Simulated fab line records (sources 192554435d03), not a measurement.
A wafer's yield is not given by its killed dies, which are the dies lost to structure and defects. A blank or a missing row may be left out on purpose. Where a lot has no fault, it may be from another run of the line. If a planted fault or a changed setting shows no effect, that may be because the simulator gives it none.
Problem report in the 8D (eight disciplines) form, filled by code -- flow n5_finfet -- the parts of the form that need people (team, actions taken, sign-off) are left out

== 1. PROBLEM STATEMENT ==
Mean VG_OVL at N5_MOL_CONTACT_COAG_OVL_MEAS_85: 4.7 nm over 6 wafers in 2 lots; fault-free wafers: 0.1 nm, standard deviation 0.73. Measured from the usual mean, that is +6.3 standard deviations.
Earliest sighting: wafer L663.1 on overlay-01 at day 6 09:49. The record has a number at this step for 28 wafers belonging to 10 lots. Rule for "out", or "out of limits": more than 4 standard deviations from the usual mean. All remaining wafers that have a number are taken as sound.

== 2. WHAT IT IS, AND WHAT IT ISN'T ==
question,is,is not
which readings at this step,VG_OVL,-
which lots,"L663, L668","L659, L660, L661, L664, L665, L674, L677, L679"
which wafers of those lots,all that have a number,-
read on which gauges,overlay-01,overlay-02
when,from day 6 09:49,"up to then (9 sound wafers); but 13 sound wafers of L664, L665, L674, L677, L679 came after"

== 3. SUSPECTS, AND WHAT RULES EACH OUT ==
Counting: a tool at any process step up to the reading remains a suspect when it ran all the lots that are out and ran no sound lot after the first of those.
- the gauge at N5_MOL_CONTACT_COAG_OVL_MEAS_85: kept. All the wafers that are out were read on overlay-01, and no step on other tools shows them out.
- pvd_sputter-02 at N5_MOL_CONTACT_COAG_PRE_CLEAN_142 (time 60 s): kept. It ran every lot that is out, first L663 (day 6 05:32), and no sound lot after that; its last sound lot up to then is L659 (day 5 07:06).
- euv_scanner-01 at N5_MOL_CONTACT_COAG_EXPOSE_81 (exposes mask VG, defocus 0 nm): kept. It ran every lot that is out, first L663 (day 6 09:38), and no sound lot after that; its last sound lot up to then is L661 (day 6 06:29).
Still standing after the count: pvd_sputter-02 at N5_MOL_CONTACT_COAG_PRE_CLEAN_142, euv_scanner-01 at N5_MOL_CONTACT_COAG_EXPOSE_81, overlay-01 at N5_MOL_CONTACT_COAG_OVL_MEAS_85.

== 4. THE CAUSE (what the simulator had put in) ==
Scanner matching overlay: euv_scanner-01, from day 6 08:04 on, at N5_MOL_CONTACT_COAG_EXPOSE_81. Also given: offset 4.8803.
This tool is one of the 3 suspects left after counting.

== 5. THE CHAIN OF EFFECTS, in route order ==
Rows list readings where the struck wafers' mean (over those with a number) sits beyond 3 standard deviations from the usual. Readings are gone through only where the record gives a usual standard deviation; hours: the median, over the lots, of the time from a lot's start at the first step in this table giving one to that lot's start at this step; sigmas: the change measured in usual standard deviations.
hours,step,reading,usual,on struck wafers,change,sigmas
0,N5_MOL_CONTACT_COAG_OVL_MEAS_85,VG_OVL,0.1 nm,4.7,+4.6,+6.3
185,N5_PASSIVATION_PROBE_49,defect_limited_yield,91.3 %,75.5,-15.8,-11
185,N5_PASSIVATION_PROBE_49,killed_at_contacts,12,187,+175,+33
185,N5_PASSIVATION_PROBE_49,killed_dies,103,290,+187,+12
185,N5_PASSIVATION_PROBE_49,killed_on_rim,13,38,+25,+6.2
185,N5_PASSIVATION_PROBE_49,sort_bin_5_function,5.1 %,13.0,+7.9,+8.6
185,N5_PASSIVATION_PROBE_49,sort_n_pass,1077,890,-187,-11
185,N5_PASSIVATION_PROBE_49,sort_yield_pct,91.2 %,75.5,-15.8,-11
It contains these process steps:
- N5_PASSIVATION_PROBE_49
Later steps that measure or inspect, where all struck wafers having a row at the step show a number for every such reading and not one has moved that far: N5_MOL_CONTACT_COAG_INSPECT_57, N5_BEOL_M4_RC_MEAS_101.

== 6. HOW IT WOULD HAVE BEEN CAUGHT EARLIER ==
In this record the first reading out of limits at a measuring or inspecting step was taken at day 6 09:49, 2 hours after the fault began at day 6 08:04.
L668, from the lots that are out (2), started N5_MOL_CONTACT_COAG_EXPOSE_81 on euv_scanner-01 later than day 6 09:49. A hold on the tool at that time would have spared it.
